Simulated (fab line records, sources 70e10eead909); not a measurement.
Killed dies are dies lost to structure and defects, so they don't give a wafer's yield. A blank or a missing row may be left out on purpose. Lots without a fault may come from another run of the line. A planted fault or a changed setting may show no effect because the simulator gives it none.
Chamber matching | flow nand_harc | NHARC_A_BLC_STRIP_29 on rie_diel-06: 4 sister chambers
The step strips in CF4. 4 wafers are shown with their chamber, then 12 later ones without.

WAFERS WITH THEIR CHAMBER
wafer  | chamber | drypump_motor_current_A (A)
L088.2 | 1       | 5.3
L091.2 | 2       | 6.0
L091.3 | 0       | 6.3
L091.6 | 3       | 6.3

WAFERS WITHOUT THEIR CHAMBER
wafer  | drypump_motor_current_A (A)
L092.1 | 5.3
L092.3 | 6.3
L092.4 | 6.0
L093.1 | 6.4
L093.2 | 5.3
L093.5 | 5.4
L095.2 | 5.3
L095.3 | 6.4
L095.6 | 6.4
L097.2 | 6.0
L097.4 | 6.3
L097.6 | 6.4

WHICH CHAMBER EACH WENT THROUGH
wafer  | from the rows above     | in truth
L092.1 | 1                       | 1
L092.3 | can't be placed: 0 or 3 | 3
L092.4 | 2                       | 2
L093.1 | can't be placed: 0 or 3 | 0
L093.2 | 1                       | 1
L093.5 | 1                       | 1
L095.2 | 1                       | 1
L095.3 | can't be placed: 0 or 3 | 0
L095.6 | can't be placed: 0 or 3 | 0
L097.2 | 2                       | 2
L097.4 | can't be placed: 0 or 3 | 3
L097.6 | can't be placed: 0 or 3 | 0
Placed correctly: 6 of 12. Can't be placed from these rows: 6 (the true chamber is among the candidates in 6). Placed wrongly: 0.
How it was worked out, from the rows above alone: a wafer's distance from a chamber is the root of the sum, over the readings, of the square of ((its reading less the chamber's mean) divided by the reading's scatter). The wafer belongs to the nearest chamber; if the next one is less than 2 further off, it can't be placed. A chamber's mean is the mean of its shown wafers. The scatter: with one shown wafer a chamber, the root of the mean of the squares of how far each hidden wafer lies from its nearest shown one.
